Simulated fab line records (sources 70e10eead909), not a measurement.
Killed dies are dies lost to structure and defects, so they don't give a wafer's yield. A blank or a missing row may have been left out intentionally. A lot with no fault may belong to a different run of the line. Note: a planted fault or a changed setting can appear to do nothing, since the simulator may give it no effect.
Chamber matching | flow nand-harc | ald-hk-01 running NHARC_A_CHANNEL_FILL_D1_ALD_16: 4 sister chambers
The step deposits SiO2, target thk 1.5 nm, pulse time 10 s, ald cycles 15. 14 wafers are shown with their chamber, then 7 later ones without.

== EACH WAFER AND ITS CHAMBER ==
wafer  | chamber | heater-power-w (W) | precursor-pulse-height-rel
L547.3 | 2       | 451                | 1.002
L547.4 | 1       | 565                | 1.026
L547.6 | 1       | 565                | 1.033
L551.1 | 0       | 423                | 1.038
L551.5 | 2       | 442                | 1.012
L551.6 | 3       | 614                | 0.984
L554.1 | 2       | 443                | 1.003
L554.4 | 1       | 553                | 1.022
L554.5 | 0       | 465                | 0.993
L560.1 | 0       | 460                | 1.043
L560.2 | 3       | 610                | 0.993
L560.4 | 2       | 449                | 1.002
L563.3 | 0       | 472                | 0.994
L563.5 | 2       | 440                | 0.994

SIGNATURES (means of the wafers above)
reading                    | chamber 0 | chamber 1 | chamber 2 | chamber 3 | scatter within a chamber
heater-power-w             | 455.00    | 561.00    | 445.00    | 612.00    | 12.8
precursor-pulse-height-rel | 1.01700   | 1.02700   | 1.00260   | 0.98850   | 0.0158
Rule: a wafer's distance from a chamber is the root of the sum, over the readings, of the square of ((its reading less the chamber's mean) divided by the reading's scatter). If the next closest chamber is less than 2 further off than the closest, the wafer can't be placed; otherwise it belongs to the closest. The scatter: take each reading less its chamber's mean, square it, sum over the shown wafers, divide by the number of wafers less the number of chambers, and take the root.

== WAFERS MISSING THEIR CHAMBER ==
wafer  | heater-power-w (W) | precursor-pulse-height-rel
L563.6 | 565                | 1.007
L567.3 | 428                | 1.006
L567.5 | 597                | 1.017
L567.6 | 470                | 0.984
L568.1 | 602                | 1.020
L568.4 | 476                | 0.988
L568.6 | 470                | 1.013

== WHICH CHAMBER EACH ONE RAN IN ==
wafer  | from the rows above     | in truth
L563.6 | 1                       | 1
L567.3 | can't be placed: 2 or 0 | 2
L567.5 | can't be placed: 3 or 1 | 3
L567.6 | can't be placed: 2 or 0 | 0
L568.1 | can't be placed: 3 or 1 | 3
L568.4 | can't be placed: 0 or 2 | 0
L568.6 | can't be placed: 0 or 2 | 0
Correct placement for 1 of the 7. Not placeable from these rows: 6 (in 6, the candidates include the true chamber). Placed wrongly: 0.
